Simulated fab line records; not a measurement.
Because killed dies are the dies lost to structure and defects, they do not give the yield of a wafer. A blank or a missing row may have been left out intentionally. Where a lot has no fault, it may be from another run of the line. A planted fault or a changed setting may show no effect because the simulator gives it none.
Which tool was responsible? + flow nand_harc + 12 lots, 35 wafers sampled, at 6 steps of a route of 1302

== WHAT THE GAUGES READ, wafer by wafer ==
NHARC_P_ZERO_WELL_CD_MEAS_24: target cd 720 nm.
| lot  | measured     | on        | cd_nm (nm)        |
|------|--------------|-----------|-------------------|
| L950 | day 2 19:20  | cd_sem-03 | 720.4 722.5 722.4 |
| L951 | day 3 04:28  | cd_sem-01 | 722.2 720.8 720.6 |
| L953 | day 4 00:34  | cd_sem-02 | 717.8 718.3 716.3 |
| L954 | day 4 10:43  | cd_sem-03 | 720.1 718.8       |
| L956 | day 5 06:28  | cd_sem-01 | 721.8 718.9 719.3 |
| L962 | day 7 18:42  | cd_sem-01 | 718.8 721.8 719.0 |
| L963 | day 8 04:53  | cd_sem-01 | 719.7 720.9 720.2 |
| L964 | day 8 14:35  | cd_sem-01 | 719.4 719.8 719.9 |
| L966 | day 9 10:28  | cd_sem-03 | 717.8 718.1 721.7 |
| L969 | day 10 16:20 | cd_sem-02 | 720.6 719.1 717.8 |
| L970 | day 11 02:36 | cd_sem-02 | 721.9 719.7 717.8 |
| L971 | day 11 12:29 | cd_sem-01 | 719.4 720.4 719.2 |

NHARC_P_ZERO_WELL_CD_MEAS_37: target cd 720 nm.
| lot  | measured     | on        | cd_nm (nm)        |
|------|--------------|-----------|-------------------|
| L950 | day 2 20:51  | cd_sem-02 | 718.0 715.2 718.4 |
| L951 | day 3 06:05  | cd_sem-03 | 719.3 720.7 718.3 |
| L953 | day 4 02:05  | cd_sem-01 | 721.2 719.2 720.6 |
| L954 | day 4 12:18  | cd_sem-03 | 726.7 726.5       |
| L956 | day 5 07:58  | cd_sem-01 | 721.9 721.4 728.6 |
| L962 | day 7 20:20  | cd_sem-01 | 721.0 717.7 719.1 |
| L963 | day 8 06:24  | cd_sem-01 | 718.8 721.7 721.2 |
| L964 | day 8 16:13  | cd_sem-01 | 717.3 718.0 718.8 |
| L966 | day 9 11:59  | cd_sem-01 | 716.2 717.9 718.3 |
| L969 | day 10 17:58 | cd_sem-03 | 717.7 720.2 717.1 |
| L970 | day 11 04:08 | cd_sem-02 | 718.1 717.2 718.9 |
| L971 | day 11 13:59 | cd_sem-01 | 719.0 719.4 716.4 |

NHARC_END_SORT_01.
| lot  | measured     | on        | killed_at_array | killed_at_other | killed_at_periphery | killed_dies | killed_open | killed_short |
|------|--------------|-----------|-----------------|-----------------|---------------------|-------------|-------------|--------------|
| L954 | day 28 00:17 | prober-02 | 82              | 1               | 8                   | 91          | 3           | 2            |
| L962 | day 31 13:26 | prober-01 | 71 70 60        | 1 0 0           | 5 7 3               | 77 77 63    | 3 1 5       | 4 3 2        |
| L964 | day 30 17:49 | prober-02 | 61 55 51        | 1 0 1           | 5 7 7               | 67 62 59    | 7 5 5       | 5 3 5        |
| L966 | day 32 03:33 | prober-02 | 54 52 61        | 0 0 0           | 3 5 2               | 57 57 63    | 5 2 5       | 3 4 0        |

== WHAT TOOL EACH LOT RAN ON (gives the tool, then ch and the chambers of the sampled wafers, and finally the start) ==
| lot  | NHARC_P_ZERO_WELL_DESCUM_26        | NHARC_P_ZERO_WELL_EXPOSE_34       | NHARC_P_STI_ETCH_15              |
|------|------------------------------------|-----------------------------------|----------------------------------|
| L950 | rie_diel-04 ch 1,2,3, day 2 19:29  | krf_scanner-04 ch 0, day 2 20:42  | rie_si-02 ch 1,2,3, day 3 17:13  |
| L951 | rie_diel-04 ch 0,1,3, day 3 04:39  | krf_scanner-02 ch 0, day 3 05:56  | rie_si-02 ch 0,1,2, day 4 02:37  |
| L953 | rie_diel-04 ch 1,2, day 4 00:43    | krf_scanner-01 ch 0, day 4 01:56  | rie_si-04 ch 1,2,3, day 4 21:08  |
| L954 | rie_diel-04 ch 2,3, day 4 10:59    | krf_scanner-01 ch 0, day 4 12:09  | rie_si-06 ch 1,2, day 5 07:54    |
| L956 | rie_diel-04 ch 1,2,3, day 5 06:37  | krf_scanner-01 ch 0, day 5 07:49  | rie_si-06 ch 0,1,2, day 6 03:38  |
| L962 | rie_diel-11 ch 1,3, day 7 18:52    | krf_scanner-04 ch 0, day 7 20:11  | rie_si-02 ch 1,2, day 8 16:52    |
| L963 | rie_diel-05 ch 0,2, day 8 05:02    | krf_scanner-04 ch 0, day 8 06:15  | rie_si-06 ch 0,1,2, day 9 03:12  |
| L964 | rie_diel-11 ch 0,2,3, day 8 14:46  | krf_scanner-01 ch 0, day 8 16:04  | rie_si-02 ch 0,3, day 9 11:40    |
| L966 | rie_diel-05 ch 0,2,3, day 9 10:38  | krf_scanner-01 ch 0, day 9 11:49  | rie_si-04 ch 0,2, day 10 07:14   |
| L969 | rie_diel-04 ch 0,1, day 10 16:30   | krf_scanner-01 ch 0, day 10 17:49 | rie_si-04 ch 0,1,3, day 11 17:37 |
| L970 | rie_diel-11 ch 0,1,3, day 11 02:49 | krf_scanner-01 ch 0, day 11 03:58 | rie_si-06 ch 0,1, day 12 00:22   |
| L971 | rie_diel-04 ch 0,1,2, day 11 12:40 | krf_scanner-01 ch 0, day 11 13:50 | rie_si-06 ch 0,2,3, day 12 08:55 |
- NHARC_P_ZERO_WELL_DESCUM_26: chemistry O2, time 3 s.
- NHARC_P_ZERO_WELL_EXPOSE_34: exposes mask P PWELL, target cd 720 nm.
- NHARC_P_STI_ETCH_15: etches the open film in HBr/Cl2, target depth 300 nm, time 100.1 s.

== WHAT THE TOOLS THEMSELVES READ (means of the sampled wafers that have a number; where no wafer has one, the mark that the record gives instead) ==
NHARC_P_ZERO_WELL_DESCUM_26.
| lot  | tool        | drypump_motor_current_A (A) | o2_flow_sccm (sccm) | oes_product_au (a.u.) | rf_vpp_V (V) | showerhead_plenum_p_Torr (Torr) | throttle_valve_pct (%) |
|------|-------------|-----------------------------|---------------------|-----------------------|--------------|---------------------------------|------------------------|
| L950 | rie_diel-04 | 5.6                         | 200.1               | 0.994                 | 57.7         | 1.90                            | 11.308                 |
| L951 | rie_diel-04 | 6.0                         | 199.5               | 1.003                 | 57.6         | 1.92                            | 11.310                 |
| L953 | rie_diel-04 | 5.6                         | 200.0               | 0.994                 | 58.0         | 1.94                            | 11.312                 |
| L954 | rie_diel-04 | 5.6                         | 200.2               | 0.995                 | 56.3         | 1.85                            | 11.314                 |
| L956 | rie_diel-04 | 5.6                         | 200.0               | 0.991                 | 57.8         | 1.89                            | 11.302                 |
| L962 | rie_diel-11 | 5.7                         | 199.9               | 0.999                 | 57.5         | 1.84                            | 11.311                 |
| L963 | rie_diel-05 | 6.5                         | 199.9               | 0.985                 | 58.2         | 1.87                            | 11.313                 |
| L964 | rie_diel-11 | 5.7                         | 199.9               | 1.001                 | 57.6         | 1.83                            | 11.309                 |
| L966 | rie_diel-05 | 6.2                         | 199.6               | 0.981                 | 58.3         | 1.87                            | 11.304                 |
| L969 | rie_diel-04 | 6.3                         | 200.1               | 1.003                 | 58.4         | 1.96                            | 11.314                 |
| L970 | rie_diel-11 | 5.8                         | 200.3               | 1.002                 | 57.4         | 1.84                            | 11.316                 |
| L971 | rie_diel-04 | 6.0                         | 199.8               | 1.000                 | 57.7         | 1.93                            | 11.308                 |

NHARC_P_ZERO_WELL_EXPOSE_34.
| lot  | tool           | exposure_dose_mJ_cm2 | stage_vel_mm_s (mm/s) |
|------|----------------|----------------------|-----------------------|
| L950 | krf_scanner-04 | 22.332               | 499.84                |
| L951 | krf_scanner-02 | 22.305               | 499.93                |
| L953 | krf_scanner-01 | 22.321               | 499.61                |
| L954 | krf_scanner-01 | 22.305               | 499.72                |
| L956 | krf_scanner-01 | 22.317               | 499.94                |
| L962 | krf_scanner-04 | 22.309               | 500.14                |
| L963 | krf_scanner-04 | 22.321               | 499.93                |
| L964 | krf_scanner-01 | 22.281               | 500.04                |
| L966 | krf_scanner-01 | 22.305               | 499.87                |
| L969 | krf_scanner-01 | 22.306               | 500.20                |
| L970 | krf_scanner-01 | 22.294               | 500.36                |
| L971 | krf_scanner-01 | 22.316               | 499.92                |

NHARC_P_STI_ETCH_15.
| lot  | tool      | drypump_motor_current_A (A) | oes_product_au (a.u.) | throttle_valve_pct (%) |
|------|-----------|-----------------------------|-----------------------|------------------------|
| L950 | rie_si-02 | 6.3                         | 1.011                 | 26.414                 |
| L951 | rie_si-02 | 6.1                         | 1.009                 | 26.406                 |
| L953 | rie_si-04 | 5.6                         | 1.012                 | 26.404                 |
| L954 | rie_si-06 | 5.5                         | 0.998                 | 26.410                 |
| L956 | rie_si-06 | 5.5                         | 1.003                 | 26.399                 |
| L962 | rie_si-02 | 6.3                         | 0.997                 | 26.410                 |
| L963 | rie_si-06 | 5.5                         | 1.002                 | 26.411                 |
| L964 | rie_si-02 | 6.0                         | 1.007                 | 26.401                 |
| L966 | rie_si-04 | 5.7                         | 1.006                 | 26.412                 |
| L969 | rie_si-04 | 5.5                         | 1.005                 | 26.403                 |
| L970 | rie_si-06 | 5.8                         | 1.005                 | 26.408                 |
| L971 | rie_si-06 | 5.4                         | 1.007                 | 26.403                 |

== THE ANSWER, worked out from the rows above alone ==
Rule: usual is defined by the lots themselves. Put in order of their means at a reading, lots are off if they are a third of the lots or fewer, leave a main group of 4 or more, and stand apart from it by a gap of 3 or more times the standard deviation of the main group's means; of several such gaps the widest counts. A main group is skipped when, at the precision printed for the reading in the tables above, its means are all equal. Also off: a lot with no number at a reading for which 4 or more lots have one. The other lots that the step has rows for count as sound. Order of review: gauges by route order, followed by the tools' own readings, for which a lot's mean as printed above is used. The first step at which some lot is off is used, and at that step the reading that is off furthest; a lot without a number counts as furthest.
Off at NHARC_P_ZERO_WELL_CD_MEAS_37 (cd_nm): L954, L956. For the main group the mean is 718.7 nm and the standard deviation 1.1.
If a tool, at a process step before that reading, ran all the lots that are off and no sound lot after the first of them, it fits. Those tools and the gauges at NHARC_P_ZERO_WELL_CD_MEAS_37 are tried in the same way. None of those tried fits.

== WHAT THE SIMULATOR HAD INSERTED ==
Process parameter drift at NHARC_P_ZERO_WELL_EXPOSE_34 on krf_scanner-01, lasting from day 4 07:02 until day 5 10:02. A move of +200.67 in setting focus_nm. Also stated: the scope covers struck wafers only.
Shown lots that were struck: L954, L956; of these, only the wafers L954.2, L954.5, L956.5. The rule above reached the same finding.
